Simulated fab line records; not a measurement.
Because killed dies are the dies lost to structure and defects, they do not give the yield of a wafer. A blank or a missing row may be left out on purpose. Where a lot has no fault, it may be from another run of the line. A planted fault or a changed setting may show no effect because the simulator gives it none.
Matching of chambers    flow n5_finfet    N5_PMOS_HMC_CHANNEL_EPI_DESCUM_14 on rie_diel-05: 4 sister chambers
The step chemistry O2, time 7.9 s. 8 wafers are shown with their chamber, then 7 later ones without.

== WAFERS PAIRED WITH THEIR CHAMBERS ==
wafer   chamber  showerhead_plenum_p_Torr (Torr)  drypump_motor_current_A (A)
L077.4  2        2.17                             5.8
L077.5  1        1.99                             5.8
L080.5  2        2.16                             5.7
L083.1  0        2.14                             5.5
L083.2  1        1.99                             5.8
L083.5  3        2.05                             5.0
L084.1  0        2.14                             5.5
L084.2  3        2.05                             5.0

== WAFERS MISSING THEIR CHAMBER ==
wafer   showerhead_plenum_p_Torr (Torr)  drypump_motor_current_A (A)
L084.4  2.16                             5.7
L086.1  2.16                             5.7
L086.3  2.13                             5.5
L086.4  1.99                             5.8
L091.1  2.04                             5.0
L091.4  1.99                             5.8
L091.5  2.04                             5.0

== WHICH CHAMBER EACH ONE RAN IN ==
wafer   from the rows above  in truth
L084.4  2                    2
L086.1  2                    2
L086.3  0                    0
L086.4  1                    1
L091.1  3                    3
L091.4  1                    1
L091.5  3                    3
Correctly placed: 7 of 7. Can't be placed from these rows: 0. Wrongly placed: 0.
How it was worked out, from the rows above alone: a wafer's distance from a chamber is the root of the sum, over the readings, of the square of ((its reading less the chamber's mean) divided by the reading's scatter). If the next closest chamber is less than 2 further off than the closest, the wafer can't be placed; otherwise it belongs to the closest. A chamber's mean is the mean of its shown wafers. The scatter: take each reading less its chamber's mean, square it, sum over the shown wafers, divide by the number of wafers less the number of chambers, and take the root.
